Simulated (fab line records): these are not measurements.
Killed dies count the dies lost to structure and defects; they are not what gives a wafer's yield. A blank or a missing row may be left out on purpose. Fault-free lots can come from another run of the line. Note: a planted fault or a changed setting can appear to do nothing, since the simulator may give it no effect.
fab line records | flow n5_finfet
record: lots: 6 wafers: 18 last_day: 18
route steps=1938 shown BEOL_M15@1797 PASSIVATION@1936
lots with no fault: from the same line, run without faults
start_h: start of the lot's first displayed wafer, in hours after the record's first day | wait_h: hours elapsed since this lot's preceding step | " as in the row above | L1.1+2: several wafers, shown together as one row | - value missing, or start not given | * or withheld: withheld | < > ~ a bound
route shown NAME@n: names a module that has steps shown in the file, with the first one's number in the route | usual: mean/standard deviation of fault-free wafers | same: alike in all rows | chamber/n: place in a boat | sites: per-site readings | _std_site: the standard deviation of these | _edge_site: mean of outer sites minus mean of inner sites | radius_mm: for every site, how far away it sits from the centre of the wafer | mask NAME#n: copy n | behind: the most recent tool/chamber to have shaped the wafer | hold: the reason the lot was held/the length of the hold in hours/how it ended | device: the transistor (n, p or np) that didn't switch | end of line: the route-end tests of the same wafers | a step without rows: its recipe alone | killed: count of dies lost to structure and defects at first sort (not the wafer's yield) | map: a wafer's dies, x killed, . not, _ none there
set.NAME: the setting that was run; set.NAME@STEP: the one run at that earlier step | model.NAME: the simulator's own value behind a step, which no gauge read
a table for each step, a row for each wafer; lots at some steps of the route
services: from which hour (start_h, from the record's first day; less than 0 if before it) a tool's chamber was out of use, for how many hours, and why
== steps ==
step: N5_BEOL_M15_COAT_22
recipe: spin_rpm: 1704 resist_thk_nm: 800
step: N5_BEOL_M15_EBR_24
recipe: solvent: PGMEA ebr_width_mm: 1.5
step: N5_BEOL_M15_SOFTBAKE_23
recipe: temp_c: 130 time_s: 60
step: N5_BEOL_M15_EXPOSE_25
recipe: mask_id: M15 na: 0.8 source_shape: annular sigma_inner: 0.5 sigma_outer: 0.8 polarization: unpolarized target_cd_nm: 400 dose_mj: 35.5
step: N5_BEOL_M15_PEB_26
recipe: peb_temp_c: 130 peb_time_s: 90
step: N5_BEOL_M15_DEVELOP_27
recipe: develop_time_s: 45 rinse_liquid: diw dry: air_spin dev_temp_c: 21
step: N5_BEOL_M15_HARDBAKE_32
recipe: temp_c: 130 time_s: 120
step: N5_BEOL_M15_CD_MEAS_28
recipe: target_cd_nm: 407.6 landing_energy_ev: 500 detector: se_inlens
usual: cd_nm: 406.6/2.3
columns lot.wafer tool chamber start_h wait_h cd_nm
L894.1 cd_sem-03 0 269.08 - 405.9
L894.3 " 0 " " 408.2
L894.4 " 0 " " 407.7
L893.3 cd_sem-01 0 270.17 - 406.5
L893.4 " 0 " " 404.6
L893.6 " 0 " " 405.1
L907.4 cd_sem-03 0 352.15 - 407.8
L907.5 " 0 " " 407.2
L907.6 " 0 " " 408.2
L904.1 cd_sem-02 0 355.80 - 409.1
L904.2 " 0 " " 408.6
L904.5 " 0 " " 408.3
L909.1 cd_sem-02 0 391.67 - 408.3
L909.5 " 0 " " 408.0
L909.6 " 0 " " 408.7
L913.1 cd_sem-03 0 422.08 - 408.5
L913.5 " 0 " " 410.1
L913.6 " 0 " " 409.9
step: N5_BEOL_M15_OVL_MEAS_29
recipe: points_per_wafer: 44
usual: M15_OVL: 0/6.4
columns lot.wafer tool chamber start_h wait_h M15_OVL[nm]
L894.1 overlay-01 0 269.11 0.0 4
L894.3 " 0 " " 8
L894.4 " 0 " " -8
L893.3 overlay-02 0 270.20 0.0 5
L893.4 " 0 " " 8
L893.6 " 0 " " 12
L907.4 overlay-02 0 352.18 0.0 -1
L907.5 " 0 " " 10
L907.6 " 0 " " -6
L904.1 overlay-02 0 355.84 0.0 -4
L904.2 " 0 " " -8
L904.5 " 0 " " -6
L909.1 overlay-01 0 391.70 0.0 -1
L909.5 " 0 " " 8
L909.6 " 0 " " -1
L913.1 overlay-01 0 422.11 0.0 -5
L913.5 " 0 " " 2
L913.6 " 0 " " -7
step: N5_BEOL_M15_INSPECT_30
recipe: mode: adi inspect_instrument: macro
usual: raw_defect_count: 2.1/1.5
columns lot.wafer tool chamber start_h wait_h raw_defect_count
L894.1 defect_inspect-02 - 269.14 0.0 2
L894.3 " - " " 3
L894.4 " - " " 4
L893.3 defect_inspect-02 - 270.23 0.0 4
L893.4 " - " " 2
L893.6 " - " " 8
L907.4 defect_inspect-01 - 352.21 0.0 6
L907.5 " - " " 3
L907.6 " - " " 3
L904.1 defect_inspect-02 - 355.86 0.0 2
L904.2 " - " " 1
L904.5 " - " " 3
L909.1 defect_inspect-02 - 391.72 0.0 2
L909.5 " - " " 2
L909.6 " - " " 2
L913.1 defect_inspect-02 - 422.13 0.0 1
L913.5 " - " " 0
L913.6 " - " " 1
step: N5_BEOL_M15_DESCUM_33
recipe: chemistry: O2 time_s: 7.9 source_power_w: 50 bias_power_w: 20 pressure_mtorr: 20 rf_frequency_hz: 2.712e+07 temp_c: 40 o2_flow_sccm: 225
step: N5_BEOL_M15_ETCH_61
recipe: chemistry: N2/H2 target: BARC target_depth_a: 890 overetch_a: 267 time_s: 67.9 ion_energy_ev: 200 pressure_mtorr: 30 source_w: 840 bias_w: 150 n2_flow_sccm: 200 h2_flow_sccm: 200
step: N5_BEOL_M15_TRENCH_ETCH_34
recipe: chemistry: C4F8/O2/Ar target: SiO2 target_depth_a: 8729.3 he_inner_torr: 15 he_outer_torr: 30 time_s: 199 ion_energy_ev: 800 pressure_mtorr: 20 source_w: 1905 bias_w: 2040 Ar_flow_sccm: 400 C4F8_flow_sccm: 16 O2_flow_sccm: 12
usual: C4F8_flow_sccm: 16.00/0.052 drypump_motor_current_A: 5.9/0.5 oes_product_au: 0.81/0.082 rf_vpp_V: 2212/36 showerhead_plenum_p_Torr: 3.45/0.11 throttle_valve_pct: 30.86/0.3
columns lot.wafer tool chamber start_h wait_h C4F8_flow_sccm drypump_motor_current_A oes_product_au rf_hours_counter_h rf_vpp_V showerhead_plenum_p_Torr throttle_valve_pct model.etch.depth_nm model.coat_of_BEOL_M15_COAT_22.thk_nm
L894.1 rie_diel-02 1 269.26 0.0 15.98 5.2 0.70 237 2165 3.30 31.58 871.9 547.8
L894.3 " 2 " " 16.03 6.4 0.91 23 2206 3.36 30.99 891.8 539.6
L894.4 " 0 " " 15.90 5.6 0.89 39 2183 3.37 30.87 898.2 536.8
L893.3 rie_diel-03 1 270.53 0.0 15.97 6.1 0.70 200 2182 3.53 31.34 847.8 547.6
L893.4 " 2 " " 15.96 5.8 0.70 172 2194 3.44 30.72 859.5 546.2
L893.6 " 3 " " 15.99 6.6 0.86 - 2193 3.51 30.88 887.4 534.8
L907.4 rie_diel-02 3 352.40 0.1 15.98 6.2 0.93 - 2278 3.67 30.90 936.8 526
L907.5 " 0 " " 16.00 5.6 0.85 - 2180 3.36 30.92 891.4 541.8
L907.6 " 2 " " 16.03 6.4 0.86 - 2203 3.35 31.01 880.8 544
L904.1 rie_diel-02 2 355.98 0.0 15.98 6.4 0.86 54 2203 3.35 31.01 927.5 538.8
L904.2 " 1 " " 15.91 5.2 1.02 0 2280 3.69 31.15 877.7 547.8
L904.5 " 2 " " 15.91 6.4 0.86 - 2203 3.35 31.01 881.3 545.4
L909.1 rie_diel-01 0 391.84 0.0 16.05 6.4 0.76 168 2185 3.41 30.47 864.9 546.6
L909.5 " 3 " " 16.03 5.4 0.84 - 2264 3.36 30.56 883.5 538.2
L909.6 " 0 " " 16.03 6.5 0.76 - 2187 3.41 30.47 865.2 546.6
L913.1 rie_diel-03 3 422.25 0.0 15.97 6.6 0.81 95 2189 3.48 30.94 895.1 536.6
L913.5 " 1 " " 15.99 6.0 0.67 - 2180 3.51 31.38 854.9 547
L913.6 " 0 " " 16.00 4.9 0.73 - 2216 3.41 30.74 876 545.4
step: N5_BEOL_M15_STRIP_36
recipe: chemistry: O2 power_w: 600 temp_c: 60 pressure_mtorr: 30 rf_frequency_hz: 6e+07 bias_power_w: 0 overash_fraction: 0.3 o2_flow_sccm: 225
step: N5_BEOL_M15_STRIP_62
recipe: chemistry: O2 power_w: 600 temp_c: 60 pressure_mtorr: 30 rf_frequency_hz: 6e+07 bias_power_w: 0 overash_fraction: 0.3 o2_flow_sccm: 225
step: N5_BEOL_M15_STRIP_37
recipe: chemistry: O2 power_w: 600 temp_c: 60 pressure_mtorr: 30 rf_frequency_hz: 6e+07 bias_power_w: 0 overash_fraction: 0.3 o2_flow_sccm: 225
usual: drypump_motor_current_A: 5.9/0.51 oes_product_au: 0.80/0.087 rf_vpp_V: 3.6/0.57 showerhead_plenum_p_Torr: 2.08/0.073 throttle_valve_pct: 16.62/0.23
same: bias_power_w: 0
columns lot.wafer tool chamber start_h wait_h drypump_motor_current_A oes_product_au rf_hours_counter_h rf_vpp_V showerhead_plenum_p_Torr throttle_valve_pct
L894.1 rie_diel-02 1 - - 5.2 0.69 239 3.3 1.98 17.01
L894.3 " 0 " " 5.6 0.89 41 3.2 2.04 16.49
L894.4 " 2 " " 6.4 0.90 25 2.9 2.04 16.60
L893.3 rie_diel-02 2 - - 6.4 0.89 28 3.1 2.04 16.61
L893.4 " 1 " " 5.2 0.69 241 3.5 1.98 17.03
L893.6 " 2 " " 6.4 0.89 - 3.9 2.04 16.59
L907.4 rie_diel-03 3 - - 6.6 0.83 75 3.7 2.12 16.47
L907.5 " 1 " " 6.0 0.68 - 3.7 2.14 17.17
L907.6 " 0 " " 4.9 0.74 - 2.9 2.08 16.49
L904.1 rie_diel-03 1 - - 6.0 0.68 224 3.5 2.14 17.16
L904.2 " 0 " " 4.9 0.74 191 4.1 2.08 16.51
L904.5 " 2 " " 5.8 0.69 - 4.3 2.08 16.65
L909.1 rie_diel-02 3 - - 6.2 0.90 21 3.6 2.24 16.42
L909.5 " 0 " " 5.6 0.84 - 3.1 2.03 16.54
L909.6 " 1 " " 5.2 0.96 - 3.9 2.23 16.53
L913.1 rie_diel-02 2 - - 6.4 0.83 73 4.3 2.02 16.67
L913.5 " 2 " " 6.5 0.84 - 3.5 2.02 16.70
L913.6 " 1 " " 5.2 0.95 - 2.9 2.23 16.58
step: N5_BEOL_M15_ETCH_38
recipe: chemistry: CF4/N2 target: SiCN target_depth_a: 1064 taper_deg: 2 time_s: 120.5 ion_energy_ev: 150 mask_material: SiO2 pressure_mtorr: 40 source_w: 430 bias_w: 70 Ar_flow_sccm: 100 cf4_flow_sccm: 60 n2_flow_sccm: 60
step: N5_BEOL_M15_PRECLEAN_39
recipe: chemistry: residue_remover time_s: 60 temp_c: 40
step: N5_BEOL_M15_SRD_40
recipe: time_s: 30 temp_c: 23 rinse_liquid: diw dry: n2_spin spin_rpm: 1500 dry_time_s: 30
step: N5_BEOL_M15_DEGAS_41
recipe: ambient: vacuum temp_c: 300 time_s: 60
step: N5_BEOL_M15_PRE_CLEAN_42
recipe: gas: H2/He time_s: 30 temp_c: 300
usual: heater_power_w: 464/46
columns lot.wafer tool chamber start_h wait_h heater_power_w
L894.1 pvd_sputter-01 - 274.32 0.0 467
L894.3 " - " " 471
L894.4 " - " " 389
L893.3 pvd_sputter-02 - 284.25 0.0 460
L893.4 " - " " 447
L893.6 " - " " 443
L907.4 pvd_sputter-01 - 353.62 0.0 473
L907.5 " - " " 508
L907.6 " - " " 396
L904.1 pvd_sputter-03 - 357.67 0.0 418
L904.2 " - " " 412
L904.5 " - " " 525
L909.1 pvd_sputter-01 - 393.47 0.0 522
L909.5 " - " " 473
L909.6 " - " " 488
L913.1 pvd_sputter-02 - 424.26 0.0 438
L913.5 " - " " 458
L913.6 " - " " 447
step: N5_BEOL_M15_SPUTTER_43
recipe: material: TaN target_thk_a: 150 temp_c: 50 bias_v: 168.6 power_w: 15000 chamber_pressure_pa: 0.12 time_s: 24.19
usual: throttle_valve_pct: 30.5/1.2
columns lot.wafer tool chamber start_h wait_h throttle_valve_pct
L894.1 pvd_sputter-01 - 274.36 0.0 30.0
L894.3 " - " " 31.1
L894.4 " - " " 31.0
L893.3 pvd_sputter-02 - 284.29 0.0 28.5
L893.4 " - " " 29.2
L893.6 " - " " 29.2
L907.4 pvd_sputter-01 - 353.66 0.0 31.1
L907.5 " - " " 31.1
L907.6 " - " " 31.5
L904.1 pvd_sputter-03 - 357.71 0.0 30.8
L904.2 " - " " 29.5
L904.5 " - " " 32.6
L909.1 pvd_sputter-01 - 393.51 0.0 31.2
L909.5 " - " " 30.4
L909.6 " - " " 31.3
L913.1 pvd_sputter-02 - 424.30 0.0 29.3
L913.5 " - " " 28.6
L913.6 " - " " 29.3
step: N5_BEOL_M15_SPUTTER_44
recipe: material: Ta target_thk_a: 150 temp_c: 50 bias_v: 80 power_w: 15000 chamber_pressure_pa: 0.07 time_s: 24.19
step: N5_BEOL_M15_SPUTTER_45
recipe: material: Cu target_thk_a: 1000 temp_c: -20 bias_v: 60 power_w: 26000 chamber_pressure_pa: 0.13 time_s: 16.67
usual: throttle_valve_pct: 30.5/1.2
columns lot.wafer tool chamber start_h wait_h throttle_valve_pct
L893.3 pvd_sputter-02 - 284.45 0.0 29.0
L893.4 " - " " 29.2
L893.6 " - " " 29.2
L894.1 pvd_sputter-01 - 301.46 0.0 30.0
L894.3 " - " " 31.2
L894.4 " - " " 31.6
L907.4 pvd_sputter-01 - 353.82 0.0 31.2
L907.5 " - " " 31.2
L907.6 " - " " 31.3
L904.1 pvd_sputter-03 - 357.87 0.0 31.0
L904.2 " - " " 29.6
L904.5 " - " " 32.5
L909.1 pvd_sputter-01 - 393.67 0.0 31.0
L909.5 " - " " 29.9
L909.6 " - " " 31.1
L913.1 pvd_sputter-02 - 424.46 0.0 29.5
L913.5 " - " " 28.6
L913.6 " - " " 29.1
step: N5_BEOL_M15_ECD_47
recipe: material: Cu target_thk_a: 18600
step: N5_BEOL_M15_ANNEAL_48
recipe: temp_c: 225 time_s: 90 ambient: N2
step: N5_BEOL_M15_CMP_49
recipe: stop_on: SiO2 t_overpolish_s: 4.9 down_force_psi: 2 platen_rpm: 80 clearing_platen_down_force_psi: 2 clearing_platen_rpm: 80 post_cmp_clean: cu_alkaline target_thk_nm: 850 clearing_platen_pad_velocity_m_s: 1.5917 pad_velocity_m_s: 1.5917
usual: barrier_field_endpoint_s: 11.29/0.26 motor_current_A: 8.3/0.74 overpolish_run_s: 4.900/0.0093
columns lot.wafer tool chamber start_h wait_h barrier_field_endpoint_s motor_current_A overpolish_run_s model.Cu_of_BEOL_M15_ECD_47.thk_nm
L893.4 cmp-02 1 285.19 0.2 11.62 7.4 4.891 837.4
L893.3 " 2 " " 11.49 8.0 4.907 826.8
L893.6 " 0 " " 11.64 8.4 4.892 864.8
L894.1 cmp-02 3 302.12 0.3 11.51 8.0 4.890 850
L894.3 " 0 " " 11.21 8.6 4.904 867.8
L894.4 " 1 " " 11.43 7.3 4.899 875
L907.4 cmp-03 2 354.75 0.2 11.53 7.2 4.883 913.4
L907.5 " 0 " " 11.41 8.4 4.893 869
L907.6 " 1 " " 11.71 9.1 4.906 856.6
L904.2 cmp-04 3 358.69 0.3 11.29 7.7 4.895 853.6
L904.1 " 0 " " 11.35 7.7 4.916 904.8
L904.5 " 2 " " 11.27 9.0 4.904 857.8
L909.1 cmp-04 3 394.40 0.3 11.38 8.4 4.902 841.4
L909.6 " 1 " " 11.42 8.4 4.883 842
L909.5 " 2 " " 11.43 9.7 4.904 860.6
L913.1 cmp-02 0 425.13 0.3 11.23 8.6 4.905 872.4
L913.6 " 0 " " 11.06 8.5 4.891 853.2
L913.5 " 1 " " 11.36 7.7 4.896 832.4
step: N5_BEOL_M15_THK_MEAS_50
recipe: thk_meas_gauge: xrf reads: Cu_of_BEOL_M15_ECD_47
usual: M15_THK: 867/17
columns lot.wafer tool chamber start_h wait_h M15_THK[nm]
L893.3 film_metro-01 - 285.41 - 823
L893.4 " - " " 833
L893.6 " - " " 863
L894.1 film_metro-02 - 302.41 - 865
L894.3 " - " " 885
L894.4 " - " " 890
L907.4 film_metro-01 - 354.97 - 921
L907.5 " - " " 875
L907.6 " - " " 865
L904.1 film_metro-02 - 358.91 - 929
L904.2 " - " " 874
L904.5 " - " " 877
L909.1 film_metro-02 - 394.62 - 864
L909.5 " - " " 886
L909.6 " - " " 862
L913.1 film_metro-02 - 425.43 - 891
L913.5 " - " " 852
L913.6 " - " " 869
step: N5_BEOL_M15_PRE_CLEAN_52
recipe: gas: NH3 time_s: 15 temp_c: withheld rf_power_w: 300
step: N5_BEOL_M15_DEP_53
recipe: material: SiCN target_thk_a: 500 temp_c: withheld precursor: 3MS/NH3 pressure_torr: 3 rf_w: 675 time_s: 17.8
usual: showerhead_plenum_p_Torr: 4.166/0.023 throttle_valve_pct: 18.4/0.81
columns lot.wafer tool chamber start_h wait_h showerhead_plenum_p_Torr throttle_valve_pct
L893.3 pecvd-01 0 285.47 0.0 4.135 18.4
L893.4 " 0 " " 4.136 18.3
L893.6 " 1 " " 4.176 18.1
L894.1 pecvd-01 2 302.48 0.0 4.176 18.2
L894.3 " 1 " " 4.187 18.0
L894.4 " 2 " " 4.186 18.3
L907.4 pecvd-02 2 355.06 0.0 4.165 17.3
L907.5 " 1 " " 4.162 18.1
L907.6 " 0 " " 4.176 19.3
L904.1 pecvd-02 1 358.97 0.0 4.159 18.1
L904.2 " 0 " " 4.170 19.2
L904.5 " 1 " " 4.177 18.2
L909.1 pecvd-02 2 394.68 0.0 4.155 17.4
L909.5 " 1 " " 4.163 18.4
L909.6 " 2 " " 4.165 17.4
L913.1 pecvd-01 2 425.50 0.0 4.173 18.4
L913.5 " 2 " " 4.175 18.4
L913.6 " 1 " " 4.175 18.0
step: N5_BEOL_M15_RS_MEAS_54
recipe: thk_meas_gauge: four-point-probe reads: Cu_of_BEOL_M15_ECD_47+Ta_of_BEOL_M15_SPUTTER_44+TaN_of_BEOL_M15_SPUTTER_43
usual: M15_RS: 0.0215/0.00038
columns lot.wafer tool chamber start_h wait_h M15_RS[ohm/sq]
L893.3 film_metro-01 - 285.54 0.1 0.0222
L893.4 " - " " 0.0219
L893.6 " - " " 0.0212
L894.1 film_metro-02 - 302.54 0.0 0.0215
L894.3 " - " " 0.0211
L894.4 " - " " 0.0209
L907.4 film_metro-02 - 355.11 0.0 0.0200
L907.5 " - " " 0.0211
L907.6 " - " " 0.0214
L904.1 film_metro-01 - 359.04 0.0 0.0203
L904.2 " - " " 0.0215
L904.5 " - " " 0.0214
L909.1 film_metro-01 - 394.75 0.0 0.0218
L909.5 " - " " 0.0213
L909.6 " - " " 0.0218
L913.1 film_metro-02 - 425.58 0.1 0.0210
L913.5 " - " " 0.0221
L913.6 " - " " 0.0215
step: N5_BEOL_M15_INSPECT_55
recipe: inspect_instrument: darkfield mode: post_dep
usual: raw_defect_count: 76/24
columns lot.wafer tool chamber start_h wait_h raw_defect_count
L893.3 defect_inspect-01 - 285.57 0.0 31
L893.4 " - " " 32
L893.6 " - " " 56
L894.1 defect_inspect-01 - 302.57 0.0 71
L894.3 " - " " 51
L894.4 " - " " 79
L907.4 defect_inspect-02 - 355.14 0.0 131
L907.5 " - " " 123
L907.6 " - " " 84
L904.1 defect_inspect-01 - 359.07 0.0 47
L904.2 " - " " 67
L904.5 " - " " 44
L909.1 defect_inspect-02 - 394.77 0.0 58
L909.5 " - " " 109
L909.6 " - " " 59
L913.1 defect_inspect-02 - 425.61 0.0 71
L913.5 " - " " 64
L913.6 " - " " 59
step: N5_PASSIVATION_PROBE_49
usual: defect_limited_yield: 91.0/1.6 killed_at_M0_to_M3: 35/11 killed_at_M4_up: 14/5.3 killed_at_contacts: 13/6.7 killed_at_front_end: 41/12 killed_at_other: 3.9/2.7 killed_dies: 106/19 killed_open: 70/14 killed_short: 35/8.8 sort_bin_4_leakage: 0.01/0.058 sort_bin_5_function: 5.3/1 sort_bin_6_memory: 3.3/0.81 sort_bin_8_speed: 0.00/0.0072 sort_n_pass: 1073/19 sort_yield_pct: 91.0/1.6
same: gross_dies: 1180 killed_at_back_side: 0
columns lot.wafer tool chamber start_h wait_h defect_limited_yield[%] killed_at_M0_to_M3 killed_at_M4_up killed_at_contacts killed_at_front_end killed_at_other killed_dies killed_open killed_short sort_bin_4_leakage[%] sort_bin_5_function[%] sort_bin_6_memory[%] sort_bin_8_speed[%] sort_n_pass sort_yield_pct[%]
L907.4 prober-02 - 369.79 0.2 93.6 21 18 6 28 3 76 47 28 0 4.2 1.9 0 1104 93.6
L907.5 prober-02 - 369.84 0.2 90.9 37 15 14 37 4 107 67 40 0 5.3 3.3 0 1073 90.9
L907.6 prober-02 - 369.89 0.3 90.6 35 24 9 41 2 111 76 31 0 5.4 3.3 0 1069 90.6
killed by level:class
L907.4 BEOL_M4:geometric_particle:open=12 BEOL_M0_SAQP:geometric_particle:short=6 FIN_SAQP:geometric_particle:open=5 MOL_CONTACT_COAG:geometric_particle:open=5 BEOL_M0_SAQP:geometric_particle:open=5 BEOL_M1:geometric_particle:open=5 STARTING-WAFER:geometric_particle:short=5 STI_FIN_REVEAL:geometric_particle:open=4
L907.5 BEOL_M0_SAQP:geometric_particle:open=12 FIN_SAQP:geometric_particle:short=11 FIN_SAQP:geometric_particle:open=10 MOL_CONTACT_COAG:geometric_particle:open=10 BEOL_M0_SAQP:geometric_particle:short=9 STI_FIN_REVEAL:geometric_particle:open=8 BEOL_M1:geometric_particle:open=7 BEOL_M4:geometric_particle:open=6
L907.6 BEOL_M0_SAQP:geometric_particle:short=13 BEOL_M4:geometric_particle:open=13 FIN_SAQP:geometric_particle:open=12 MOL_CONTACT_COAG:geometric_particle:open=9 BEOL_M0_SAQP:geometric_particle:open=8 STI_FIN_REVEAL:geometric_particle:open=8 BEOL_M1:geometric_particle:open=6 FIN_SAQP:geometric_particle:short=5
== services ==
columns tool chamber start_h hours kind
pecvd-02 - 264.28 5.5 pm
cmp-02 - 270.72 4.0 pm
rie_diel-01 - 271.77 2.8 pm
rie_diel-02 0 275.91 6.9 repair
rie_diel-01 2 285.53 14.8 repair
pvd_sputter-03 - 294.50 0.8 repair
cmp-04 - 296.61 0.9 repair
cmp-02 - 303.82 0.9 repair
cmp-03 - 324.96 4.0 pm
cmp-02 - 327.71 16.8 pm
cmp-04 - 329.53 6.7 pm
cmp-04 - 341.12 1.1 repair
pecvd-02 1 369.50 7.5 repair
pvd_sputter-03 - 376.74 2.5 repair
cmp-04 - 386.88 4.0 pm
pecvd-01 - 391.84 0.6 repair
pvd_sputter-01 - 396.40 1.4 repair
cmp-04 - 399.30 7.2 pm
rie_diel-01 - 402.47 2.1 repair
cmp-02 - 405.20 3.0 repair
pvd_sputter-02 - 410.52 0.9 repair
pvd_sputter-02 - 415.84 1.9 repair
rie_diel-01 1 416.10 2.8 repair
pvd_sputter-01 - 421.49 1.7 repair
== key ==
first_sign: step: N5_BEOL_M15_THK_MEAS_50 reading: M15_THK direction: up sigmas: 3.5 usual: 867 struck: 925
effect: step: N5_BEOL_M15_RS_MEAS_54 reading: M15_RS direction: down sigmas: 3.5 usual: 0.0215 struck: 0.0202
model_effect: step: N5_BEOL_M15_TRENCH_ETCH_34 value: etch.depth_nm without: 886.3 struck: 932.2
model_effect: step: N5_BEOL_M15_CMP_49 value: Cu_of_BEOL_M15_ECD_47.thk_nm without: 863.3 struck: 909.1
met_at N5_BEOL_M15_TRENCH_ETCH_34
struck_wafers L904.1,L907.4
onset_between 269.26 352.40
fault: kind: process_parameter_drift tool: rie_diel-02 chamber: - onset_h: 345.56 steps: N5_BEOL_M15_TRENCH_ETCH_34 channel: time_s offset: * shape: step end_h: 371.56 scope: struck_wafers_only acts_in: * stated: *
